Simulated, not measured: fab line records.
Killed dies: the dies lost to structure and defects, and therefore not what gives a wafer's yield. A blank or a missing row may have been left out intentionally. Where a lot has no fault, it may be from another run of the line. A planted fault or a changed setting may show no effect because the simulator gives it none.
fab line records    flow n5_finfet
record lots=24  wafers=72  last_day=17
route steps=1938 shown BEOL_M2@917 BEOL_M3@934
lots that met no fault: taken from a fault-free run of the same line
start_h: the number of hours between the record's first day and the start of the first shown wafer of the lot    wait_h: hours from the lot's prior step to this one    " unchanged from the row above    L1.1+2: a row that stands for several wafers    - no value, or no start was given    * or withheld: withheld    < > ~ a bound
route shown NAME@n: names a module that has steps shown in the file, with the first one's number in the route    usual: mean/standard deviation of fault-free wafers    same: alike in all rows    chamber/n: place in a boat    sites: per-site readings    _std_site: standard deviation of those values    _edge_site: inner sites' mean taken away from outer sites' mean    radius_mm: how far each site lies from the wafer's centre    mask NAME#n: copy n    behind: the last tool/chamber to shape the wafer    hold: the reason the lot was held/the length of the hold in hours/how it ended    device: the n, p or np transistor that did not switch    end of line: tests of these same wafers at the route's end    step lacking rows: just its recipe    killed: count of dies lost to structure and defects at first sort (not the wafer's yield)    map: per-die view of a wafer (x killed, . not killed, _ where there is no die)
set.NAME: the setting the step ran with; set.NAME@STEP: the setting that earlier step ran with    model.NAME: the simulator's own value behind a step, which no gauge read
a sample of lots followed through the steps of the route, with each step as a table and each wafer as a row
services: the hour from which a tool's chamber was out of use, counted from the record's first day as start_h (under 0 if before that day), plus the number of hours and why
## steps
# step N5_BEOL_M2_ANNEAL_93
# recipe temp_c=400  time_s=240  ambient=vacuum
# usual heater_power_w=818/76
lot.wafer  tool            chamber  start_h  wait_h  heater_power_w
L074.1     pvd_sputter-02  -        141.51   0.0     840
L074.2     "               -        "        "       802
L074.3     "               -        "        "       880
L075.2     pvd_sputter-01  -        147.40   0.0     770
L075.3     "               -        "        "       766
L075.6     "               -        "        "       791
L077.1     pvd_sputter-02  -        156.65   0.0     755
L077.2     "               -        "        "       809
L077.5     "               -        "        "       805
L076.2     pvd_sputter-01  -        159.18   0.0     779
L076.5     "               -        "        "       760
L076.6     "               -        "        "       913
L078.2     pvd_sputter-03  -        162.88   0.0     864
L078.4     "               -        "        "       767
L078.6     "               -        "        "       821
L079.1     pvd_sputter-01  -        169.80   0.0     883
L079.2     "               -        "        "       785
L079.4     "               -        "        "       928
L080.2     pvd_sputter-01  -        173.07   0.0     875
L080.3     "               -        "        "       776
L080.6     "               -        "        "       915
L081.1     pvd_sputter-01  -        183.05   0.0     773
L081.3     "               -        "        "       905
L081.6     "               -        "        "       784
L082.2     pvd_sputter-02  -        186.97   0.0     738
L082.3     "               -        "        "       893
L082.6     "               -        "        "       751
L083.3     pvd_sputter-02  -        197.47   0.0     835
L083.4     "               -        "        "       830
L083.5     "               -        "        "       795
L084.1     pvd_sputter-02  -        202.32   0.0     869
L084.2     "               -        "        "       782
L084.4     "               -        "        "       810
L086.2     pvd_sputter-03  -        203.47   0.0     822
L086.3     "               -        "        "       884
L086.4     "               -        "        "       644
L085.1     pvd_sputter-02  -        214.51   0.0     807
L085.4     "               -        "        "       887
L085.5     "               -        "        "       802
L087.4     pvd_sputter-01  -        218.86   0.0     933
L087.5     "               -        "        "       904
L087.6     "               -        "        "       772
L088.2     pvd_sputter-02  -        222.23   0.0     844
L088.4     "               -        "        "       871
L088.6     "               -        "        "       815
L089.2     pvd_sputter-03  -        225.47   0.0     885
L089.3     "               -        "        "       813
L089.6     "               -        "        "       725
L090.4     pvd_sputter-01  -        242.68   0.0     783
L090.5     "               -        "        "       937
L090.6     "               -        "        "       758
L092.1     pvd_sputter-01  -        246.48   0.0     961
L092.2     "               -        "        "       915
L092.4     "               -        "        "       770
L091.1     pvd_sputter-02  -        247.15   0.0     803
L091.4     "               -        "        "       756
L091.5     "               -        "        "       747
L093.1     pvd_sputter-02  -        260.33   0.0     813
L093.3     "               -        "        "       886
L093.4     "               -        "        "       836
L094.4     pvd_sputter-03  -        262.06   0.0     891
L094.5     "               -        "        "       727
L094.6     "               -        "        "       877
L095.2     pvd_sputter-01  -        272.49   0.0     937
L095.3     "               -        "        "       778
L095.5     "               -        "        "       900
L096.1     pvd_sputter-03  -        273.88   0.0     898
L096.2     "               -        "        "       758
L096.3     "               -        "        "       808
L097.3     pvd_sputter-01  -        279.59   0.0     909
L097.4     "               -        "        "       909
L097.6     "               -        "        "       757
# step N5_BEOL_M2_ANNEAL_51
# recipe temp_c=225  time_s=90  ambient=N2
# usual anneal_temp_c_max=225.9/0.31  wafer_temp_C_max=226.3/0.54
lot.wafer  tool           chamber  start_h  wait_h  anneal_temp_c_max  wafer_temp_C_max
L074.1     rtp_anneal-01  0        142.06   0.1     226.1              226.5
L074.2     "              0        "        "       226.3              226.7
L074.3     "              0        "        "       225.8              226.1
L075.2     rtp_anneal-02  0        148.13   0.2     225.7              225.8
L075.3     "              0        "        "       225.7              225.9
L075.6     "              0        "        "       225.5              225.9
L077.1     rtp_anneal-02  0        157.20   0.1     225.8              225.8
L077.2     "              0        "        "       226.0              225.5
L077.5     "              0        "        "       226.0              225.1
L076.2     rtp_anneal-02  0        159.79   0.1     225.6              225.7
L076.5     "              0        "        "       225.5              226.0
L076.6     "              0        "        "       225.6              225.8
L078.2     rtp_anneal-01  0        163.48   0.1     225.8              226.4
L078.4     "              0        "        "       226.3              226.0
L078.6     "              0        "        "       225.5              226.4
L079.1     rtp_anneal-01  0        170.36   0.1     225.9              227.1
L079.2     "              0        "        "       226.0              227.2
L079.4     "              0        "        "       226.2              227.6
L080.2     rtp_anneal-01  0        173.67   0.1     226.3              227.2
L080.3     "              0        "        "       226.6              226.7
L080.6     "              0        "        "       225.9              226.7
L081.1     rtp_anneal-01  0        183.61   0.1     225.9              226.6
L081.3     "              0        "        "       226.2              226.3
L081.6     "              0        "        "       226.4              226.8
L082.2     rtp_anneal-02  0        187.57   0.1     225.5              225.7
L082.3     "              0        "        "       225.9              225.9
L082.6     "              0        "        "       225.7              226.0
L083.3     rtp_anneal-02  0        198.12   0.1     225.9              226.1
L083.4     "              0        "        "       225.3              225.6
L083.5     "              0        "        "       225.5              225.5
L084.1     rtp_anneal-02  0        202.87   0.1     225.6              226.0
L084.2     "              0        "        "       225.8              225.8
L084.4     "              0        "        "       225.4              225.6
L086.2     rtp_anneal-01  0        204.07   0.1     225.9              227.3
L086.3     "              0        "        "       226.0              226.6
L086.4     "              0        "        "       226.6              227.0
L085.1     rtp_anneal-02  0        215.06   0.1     225.7              225.9
L085.4     "              0        "        "       225.9              225.6
L085.5     "              0        "        "       225.5              225.8
L087.4     rtp_anneal-01  0        219.55   0.2     226.1              226.7
L087.5     "              0        "        "       226.1              227.2
L087.6     "              0        "        "       226.3              226.6
L088.2     rtp_anneal-01  0        222.85   0.1     226.2              226.7
L088.4     "              0        "        "       226.5              226.2
L088.6     "              0        "        "       226.0              226.9
L089.2     rtp_anneal-01  0        226.07   0.1     225.9              226.5
L089.3     "              0        "        "       226.3              226.7
L089.6     "              0        "        "       226.0              226.6
L090.4     rtp_anneal-01  0        243.38   0.2     226.4              226.6
L090.5     "              0        "        "       225.9              226.8
L090.6     "              0        "        "       226.0              227.1
L092.1     rtp_anneal-01  0        247.04   0.1     226.2              226.5
L092.2     "              0        "        "       226.1              226.5
L092.4     "              0        "        "       225.7              226.8
L091.1     rtp_anneal-02  0        247.70   0.1     225.4              225.8
L091.4     "              0        "        "       225.7              225.9
L091.5     "              0        "        "       225.3              225.6
L093.1     rtp_anneal-02  0        260.89   0.1     226.0              225.8
L093.3     "              0        "        "       225.5              225.5
L093.4     "              0        "        "       225.8              225.5
L094.4     rtp_anneal-01  0        263.01   0.4     226.0              226.8
L094.5     "              0        "        "       226.2              226.5
L094.6     "              0        "        "       226.3              226.3
L095.2     rtp_anneal-01  0        273.09   0.1     226.2              226.8
L095.3     "              0        "        "       226.2              226.8
L095.5     "              0        "        "       226.2              226.6
L096.1     rtp_anneal-02  0        274.44   0.1     225.6              225.7
L096.2     "              0        "        "       225.9              225.6
L096.3     "              0        "        "       225.5              225.9
L097.3     rtp_anneal-02  0        280.23   0.1     225.4              225.7
L097.4     "              0        "        "       225.3              226.2
L097.6     "              0        "        "       225.5              226.1
# step N5_BEOL_M2_INSPECT_59
# recipe inspect_instrument=darkfield  mode=post_dep
# usual raw_defect_count=78/28
lot.wafer  tool               chamber  start_h  wait_h  raw_defect_count
L074.1     defect_inspect-02  -        142.94   0.0     62
L074.2     "                  -        "        "       54
L074.3     "                  -        "        "       53
L075.2     defect_inspect-01  -        148.96   0.0     60
L075.3     "                  -        "        "       55
L075.6     "                  -        "        "       74
L077.1     defect_inspect-02  -        158.39   0.0     45
L077.2     "                  -        "        "       80
L077.5     "                  -        "        "       91
L076.2     defect_inspect-02  -        160.62   0.0     43
L076.5     "                  -        "        "       85
L076.6     "                  -        "        "       58
L078.2     defect_inspect-02  -        164.32   0.0     56
L078.4     "                  -        "        "       61
L078.6     "                  -        "        "       99
L079.1     defect_inspect-01  -        171.24   0.0     110
L079.2     "                  -        "        "       96
L079.4     "                  -        "        "       89
L080.2     defect_inspect-01  -        174.73   0.0     50
L080.3     "                  -        "        "       44
L080.6     "                  -        "        "       65
L081.1     defect_inspect-02  -        184.49   0.0     93
L081.3     "                  -        "        "       154
L081.6     "                  -        "        "       116
L082.2     defect_inspect-02  -        188.40   0.0     46
L082.3     "                  -        "        "       78
L082.6     "                  -        "        "       83
L083.3     defect_inspect-02  -        198.91   0.0     180
L083.4     "                  -        "        "       98
L083.5     "                  -        "        "       101
L084.1     defect_inspect-01  -        203.75   0.0     95
L084.2     "                  -        "        "       114
L084.4     "                  -        "        "       106
L086.2     defect_inspect-02  -        204.99   0.0     108
L086.3     "                  -        "        "       55
L086.4     "                  -        "        "       52
L085.1     defect_inspect-02  -        215.94   0.0     76
L085.4     "                  -        "        "       40
L085.5     "                  -        "        "       57
L087.4     defect_inspect-02  -        220.29   0.0     81
L087.5     "                  -        "        "       115
L087.6     "                  -        "        "       84
L088.2     defect_inspect-01  -        223.69   0.0     51
L088.4     "                  -        "        "       67
L088.6     "                  -        "        "       45
L089.2     defect_inspect-02  -        226.90   0.0     91
L089.3     "                  -        "        "       76
L089.6     "                  -        "        "       55
L090.4     defect_inspect-01  -        244.15   0.0     61
L090.5     "                  -        "        "       57
L090.6     "                  -        "        "       77
L092.1     defect_inspect-02  -        247.97   0.0     130
L092.2     "                  -        "        "       106
L092.4     "                  -        "        "       134
L091.1     defect_inspect-02  -        248.58   0.0     127
L091.4     "                  -        "        "       125
L091.5     "                  -        "        "       85
L093.1     defect_inspect-01  -        261.77   0.0     96
L093.3     "                  -        "        "       93
L093.4     "                  -        "        "       59
L094.4     defect_inspect-01  -        263.83   0.0     126
L094.5     "                  -        "        "       102
L094.6     "                  -        "        "       72
L095.2     defect_inspect-01  -        273.92   0.0     52
L095.3     "                  -        "        "       82
L095.5     "                  -        "        "       76
L096.1     defect_inspect-02  -        275.31   0.0     43
L096.2     "                  -        "        "       45
L096.3     "                  -        "        "       38
L097.3     defect_inspect-01  -        281.02   0.0     61
L097.4     "                  -        "        "       65
L097.6     "                  -        "        "       110
# step N5_BEOL_M3_HM_DEP_02
# recipe material=TiN  target_thk_a=200  temp_c=25  chamber_pressure_pa=0.49996
# usual throttle_valve_pct=29.9/0.95
lot.wafer  tool            chamber  start_h  wait_h  throttle_valve_pct
L074.1     pvd_sputter-02  -        143.14   0.0     28.7
L074.2     "               -        "        "       30.1
L074.3     "               -        "        "       28.8
L075.2     pvd_sputter-01  -        151.44   2.3     29.9
L075.3     "               -        "        "       27.9
L075.6     "               -        "        "       30.5
L077.1     pvd_sputter-02  -        160.27   1.7     28.9
L077.2     "               -        "        "       28.4
L077.5     "               -        "        "       31.4
L076.2     pvd_sputter-03  -        160.90   0.1     30.4
L076.5     "               -        "        "       30.3
L076.6     "               -        "        "       30.0
L078.2     pvd_sputter-03  -        166.64   2.2     30.0
L078.4     "               -        "        "       29.9
L078.6     "               -        "        "       30.3
L079.1     pvd_sputter-02  -        171.64   0.2     28.8
L079.2     "               -        "        "       28.6
L079.4     "               -        "        "       28.7
L080.2     pvd_sputter-02  -        175.52   0.6     30.0
L080.3     "               -        "        "       28.9
L080.6     "               -        "        "       29.0
L081.1     pvd_sputter-03  -        185.17   0.5     30.7
L081.3     "               -        "        "       30.1
L081.6     "               -        "        "       29.0
L082.2     pvd_sputter-01  -        189.12   0.6     30.8
L082.3     "               -        "        "       27.9
L082.6     "               -        "        "       29.8
L083.3     pvd_sputter-01  -        199.62   0.6     30.4
L083.4     "               -        "        "       28.1
L083.5     "               -        "        "       30.8
L084.1     pvd_sputter-01  -        204.65   0.7     29.8
L084.2     "               -        "        "       28.0
L084.4     "               -        "        "       30.5
L086.2     pvd_sputter-02  -        207.26   2.1     29.9
L086.3     "               -        "        "       29.0
L086.4     "               -        "        "       31.1
L085.1     pvd_sputter-02  -        217.95   1.9     31.4
L085.4     "               -        "        "       30.0
L085.5     "               -        "        "       31.2
L087.4     pvd_sputter-02  -        222.67   2.2     30.3
L087.5     "               -        "        "       29.0
L087.6     "               -        "        "       31.1
L088.2     pvd_sputter-02  -        223.89   0.0     28.5
L088.4     "               -        "        "       28.6
L088.6     "               -        "        "       28.5
L089.2     pvd_sputter-03  -        227.11   0.0     30.8
L089.3     "               -        "        "       29.3
L089.6     "               -        "        "       30.2
L090.4     pvd_sputter-02  -        244.55   0.2     28.6
L090.5     "               -        "        "       30.1
L090.6     "               -        "        "       28.5
L092.1     pvd_sputter-02  -        248.19   0.1     28.7
L092.2     "               -        "        "       31.2
L092.4     "               -        "        "       30.2
L091.1     pvd_sputter-03  -        248.78   0.0     30.5
L091.4     "               -        "        "       30.0
L091.5     "               -        "        "       30.0
L093.1     pvd_sputter-03  -        262.54   0.6     29.4
L093.3     "               -        "        "       30.8
L093.4     "               -        "        "       30.2
L094.4     pvd_sputter-03  -        265.06   1.1     30.1
L094.5     "               -        "        "       29.1
L094.6     "               -        "        "       30.1
L095.2     pvd_sputter-03  -        274.78   0.7     30.2
L095.3     "               -        "        "       30.8
L095.5     "               -        "        "       28.9
L096.1     pvd_sputter-03  -        276.26   0.8     29.3
L096.2     "               -        "        "       30.0
L096.3     "               -        "        "       30.5
L097.3     pvd_sputter-01  -        281.87   0.7     29.6
L097.4     "               -        "        "       27.9
L097.6     "               -        "        "       29.7
# step N5_BEOL_M3_CD_MEAS_18
# recipe pitch_nm=36  target_cd_nm=18
# usual cd_nm=17.9/0.37
lot.wafer  tool       chamber  start_h  wait_h  cd_nm
L074.1     cd_sem-01  -        144.08   0.0     18.1
L074.2     "          -        "        "       17.7
L074.3     "          -        "        "       17.9
L075.2     cd_sem-02  -        152.51   0.1     18.0
L075.3     "          -        "        "       18.2
L075.6     "          -        "        "       17.7
L077.1     cd_sem-01  -        161.30   0.0     17.6
L077.2     "          -        "        "       17.7
L077.5     "          -        "        "       17.6
L076.2     cd_sem-01  -        161.99   0.1     17.5
L076.5     "          -        "        "       18.0
L076.6     "          -        "        "       17.5
L078.2     cd_sem-02  -        167.75   0.1     18.5
L078.4     "          -        "        "       18.1
L078.6     "          -        "        "       18.5
L079.1     cd_sem-02  -        172.70   0.0     17.7
L079.2     "          -        "        "       18.1
L079.4     "          -        "        "       17.8
L080.2     cd_sem-02  -        176.46   0.1     17.8
L080.3     "          -        "        "       17.9
L080.6     "          -        "        "       16.8
L081.1     cd_sem-01  -        186.12   0.0     17.6
L081.3     "          -        "        "       17.2
L081.6     "          -        "        "       17.5
L082.2     cd_sem-03  -        190.18   0.1     18.3
L082.3     "          -        "        "       18.2
L082.6     "          -        "        "       18.0
L083.3     cd_sem-02  -        200.59   0.1     17.5
L083.4     "          -        "        "       18.1
L083.5     "          -        "        "       17.7
L084.1     cd_sem-02  -        205.65   0.1     18.1
L084.2     "          -        "        "       18.3
L084.4     "          -        "        "       18.0
L086.2     cd_sem-03  -        208.29   0.1     18.0
L086.3     "          -        "        "       17.7
L086.4     "          -        "        "       18.0
L085.1     cd_sem-01  -        218.89   0.0     18.2
L085.4     "          -        "        "       18.5
L085.5     "          -        "        "       17.8
L087.4     cd_sem-01  -        224.59   0.1     17.6
L087.5     "          -        "        "       17.6
L087.6     "          -        "        "       18.3
L088.2     cd_sem-02  -        225.03   0.1     17.8
L088.4     "          -        "        "       18.0
L088.6     "          -        "        "       18.0
L089.2     cd_sem-03  -        228.06   0.1     18.1
L089.3     "          -        "        "       17.5
L089.6     "          -        "        "       17.1
L090.4     cd_sem-02  -        245.50   0.1     18.3
L090.5     "          -        "        "       18.5
L090.6     "          -        "        "       18.1
L092.1     cd_sem-03  -        252.11   0.0     17.9
L092.2     "          -        "        "       18.5
L092.4     "          -        "        "       18.0
L091.1     cd_sem-02  -        252.15   0.0     18.1
L091.4     "          -        "        "       18.3
L091.5     "          -        "        "       17.6
L093.1     cd_sem-03  -        263.62   0.0     17.4
L093.3     "          -        "        "       17.6
L093.4     "          -        "        "       17.6
L094.4     cd_sem-02  -        266.49   0.1     17.9
L094.5     "          -        "        "       18.4
L094.6     "          -        "        "       18.1
L095.2     cd_sem-03  -        275.80   0.1     18.0
L095.3     "          -        "        "       17.9
L095.5     "          -        "        "       17.9
L096.1     cd_sem-03  -        277.67   0.0     17.7
L096.2     "          -        "        "       18.2
L096.3     "          -        "        "       17.2
L097.3     cd_sem-03  -        283.13   0.1     17.7
L097.4     "          -        "        "       17.5
L097.6     "          -        "        "       17.6
# step N5_BEOL_M3_ETCHBACK_99
# recipe chemistry=CHF3  target=SiO2  target_depth_a=50  time_s=10.4  source_w=215  bias_w=47  Ar_flow_sccm=200  CHF3_flow_sccm=12  ion_energy_ev=100  pressure_mtorr=30
# usual bias_w=47.02/0.14  drypump_motor_current_A=5.7/0.3  oes_product_au=0.77/0.082  rf_vpp_V=242/4.4  showerhead_plenum_p_Torr=2.16/0.079  throttle_valve_pct=17.14/0.18
lot.wafer  tool         chamber  start_h  wait_h  bias_w  drypump_motor_current_A  oes_product_au  rf_hours_counter_h  rf_vpp_V  showerhead_plenum_p_Torr  throttle_valve_pct
L074.1     rie_diel-06  0        147.47   2.4     46.74   5.8                      0.74            143                 235       2.15                      17.27
L074.2     "            3        "        "       46.92   5.8                      0.92            29                  237       2.20                      17.21
L074.3     "            2        "        "       47.06   5.5                      0.70            199                 240       2.12                      16.94
L075.2     rie_diel-05  1        156.42   3.3     46.97   5.7                      0.74            153                 248       2.13                      16.71
L075.3     "            2        "        "       46.90   5.6                      0.88            49                  242       2.19                      16.88
L075.6     "            3        "        "       47.08   6.1                      0.93            -                   250       2.29                      17.08
L077.1     rie_diel-03  2        162.56   0.5     47.02   5.5                      0.96            0                   245       2.30                      16.91
L077.2     "            3        "        "       46.83   5.2                      0.75            173                 238       2.16                      17.21
L077.5     "            3        "        "       46.93   5.2                      0.75            -                   238       2.16                      17.20
L076.2     rie_diel-03  0        162.97   0.3     47.04   5.4                      0.72            194                 245       2.13                      17.19
L076.5     "            0        "        "       47.20   5.4                      0.72            -                   245       2.13                      17.17
L076.6     "            3        "        "       46.89   5.2                      0.74            -                   237       2.16                      17.19
L078.2     rie_diel-06  3        170.12   1.5     47.22   5.8                      0.92            35                  237       2.20                      17.21
L078.4     "            2        "        "       46.85   5.5                      0.69            206                 241       2.12                      16.96
L078.6     "            3        "        "       47.32   5.8                      0.91            -                   237       2.20                      17.23
L079.1     rie_diel-06  0        178.25   4.8     46.81   5.8                      0.73            151                 234       2.15                      17.29
L079.2     "            1        "        "       47.10   5.9                      0.73            170                 245       2.24                      17.17
L079.4     "            2        "        "       46.94   5.5                      0.69            208                 240       2.12                      16.95
L080.2     rie_diel-03  1        178.56   0.1     47.11   6.2                      0.71            191                 244       2.05                      17.27
L080.3     "            0        "        "       46.91   5.4                      0.72            198                 244       2.13                      17.18
L080.6     "            2        "        "       47.00   5.5                      0.93            -                   242       2.30                      16.91
L082.2     rie_diel-03  2        193.86   2.8     46.87   5.5                      0.91            10                  244       2.30                      16.92
L082.3     "            3        "        "       47.06   5.2                      0.74            182                 236       2.16                      17.22
L082.6     "            0        "        "       47.15   5.4                      0.70            -                   245       2.13                      17.18
L081.1     rie_diel-06  2        194.00   6.3     46.73   5.5                      0.69            212                 240       2.12                      16.97
L081.3     "            1        "        "       47.33   5.9                      0.72            175                 243       2.23                      17.17
L081.6     "            1        "        "       47.20   5.9                      0.72            -                   244       2.23                      17.18
L083.3     rie_diel-03  0        204.16   2.8     46.95   5.4                      0.70            205                 245       2.13                      17.20
L083.4     "            2        "        "       47.14   5.5                      0.89            14                  244       2.30                      16.93
L083.5     "            3        "        "       47.21   5.3                      0.72            -                   237       2.16                      17.23
L084.1     rie_diel-05  1        208.19   1.5     47.16   5.7                      0.72            169                 249       2.13                      16.71
L084.2     "            0        "        "       46.98   5.8                      0.76            154                 237       2.06                      17.32
L084.4     "            3        "        "       47.23   6.1                      0.88            21                  250       2.29                      17.11
L086.2     rie_diel-05  0        211.41   2.5     47.00   5.8                      0.77            155                 235       2.06                      17.31
L086.3     "            1        "        "       46.97   5.7                      0.73            170                 248       2.13                      16.74
L086.4     "            3        "        "       46.99   6.1                      0.88            22                  250       2.29                      17.13
L085.1     rie_diel-06  1        225.59   5.9     47.18   5.9                      0.72            184                 245       2.23                      17.20
L085.4     "            2        "        "       47.15   5.5                      0.69            222                 239       2.11                      16.99
L085.5     "            2        "        "       47.09   5.5                      0.68            -                   240       2.11                      16.99
L087.4     rie_diel-03  0        225.64   0.2     46.82   5.4                      0.71            -                   243       2.12                      17.21
L087.5     "            1        "        "       47.14   6.2                      0.71            -                   241       2.05                      17.29
L087.6     "            3        "        "       47.10   5.2                      0.74            -                   236       2.15                      17.23
L088.2     rie_diel-06  3        229.05   3.4     47.24   5.8                      0.88            52                  237       2.19                      17.24
L088.4     "            1        "        "       46.94   5.9                      0.72            186                 245       2.23                      17.20
L088.6     "            2        "        "       47.08   5.5                      0.68            -                   238       2.11                      16.99
L089.2     rie_diel-05  0        229.17   0.5     47.02   5.8                      0.76            163                 237       2.06                      17.33
L089.3     "            3        "        "       47.20   6.2                      0.87            30                  249       2.28                      17.15
L089.6     "            0        "        "       47.12   5.8                      0.76            -                   238       2.06                      17.34
L090.4     rie_diel-06  3        250.57   0.1     46.99   5.8                      0.87            58                  238       2.19                      17.26
L090.5     "            0        "        "       47.16   5.8                      0.72            -                   234       2.14                      17.33
L090.6     "            3        "        "       47.09   5.8                      0.87            -                   237       2.19                      17.26
L091.1     rie_diel-03  2        261.10   7.9     47.09   5.5                      0.88            20                  245       2.30                      16.94
L091.4     "            1        "        "       46.98   6.2                      0.70            219                 241       2.04                      17.31
L091.5     "            1        "        "       46.92   6.2                      0.70            -                   242       2.04                      17.31
L092.1     rie_diel-05  3        261.34   8.3     46.77   6.1                      0.85            39                  248       2.28                      17.16
L092.2     "            2        "        "       46.98   5.6                      0.85            71                  240       2.18                      16.94
L092.4     "            1        "        "       46.99   5.7                      0.72            188                 248       2.12                      16.75
L093.1     rie_diel-05  2        264.87   0.2     47.15   5.6                      0.86            72                  240       2.18                      16.95
L093.3     "            3        "        "       46.89   6.1                      0.85            40                  250       2.28                      17.16
L093.4     "            0        "        "       46.78   5.9                      0.75            174                 238       2.06                      17.37
L094.4     rie_diel-03  1        267.84   0.2     46.98   6.2                      0.70            221                 241       2.04                      17.33
L094.5     "            3        "        "       46.77   5.3                      0.72            -                   237       2.15                      17.27
L094.6     "            0        "        "       46.83   5.4                      0.69            -                   244       2.12                      17.24
L095.2     rie_diel-03  2        276.84   0.1     47.17   5.5                      0.88            25                  243       2.29                      16.95
L095.3     "            1        "        "       47.23   6.2                      0.70            224                 243       2.04                      17.32
L095.5     "            1        "        "       47.18   6.2                      0.70            -                   244       2.04                      17.31
L096.1     rie_diel-03  2        281.95   3.3     47.11   5.6                      0.88            27                  243       2.29                      16.95
L096.2     "            1        "        "       46.97   6.2                      0.70            226                 243       2.04                      17.33
L096.3     "            3        "        "       47.10   5.2                      0.72            214                 236       2.15                      17.26
L097.3     rie_diel-03  2        285.17   0.8     46.95   5.5                      0.87            28                  245       2.29                      16.95
L097.4     "            3        "        "       47.11   5.2                      0.71            215                 236       2.15                      17.27
L097.6     "            2        "        "       47.00   5.5                      0.87            -                   245       2.29                      16.96
## services
tool            chamber  start_h  hours  kind
rie_diel-03     2        125.25   -      clean
rie_diel-03     2        125.25   -      consumable_replace:focus_ring
rie_diel-03     2        125.25   -      consumable_replace:showerhead
rie_diel-03     2        125.25   35.9   scheduled_down
rie_diel-03     2        125.25   35.9   vent_cycle
rie_diel-05     3        126.60   -      clean
rie_diel-05     3        126.60   -      consumable_replace:focus_ring
rie_diel-05     3        126.60   -      consumable_replace:showerhead
pvd_sputter-01  -        129.27   6.9    repair
rie_diel-05     2        147.57   7.4    repair
pvd_sputter-01  -        161.78   0.8    repair
rie_diel-03     2        214.25   38.8   repair
rie_diel-06     0        270.40   9.1    repair
rie_diel-05     2        270.47   12.0   repair
## key
fault none
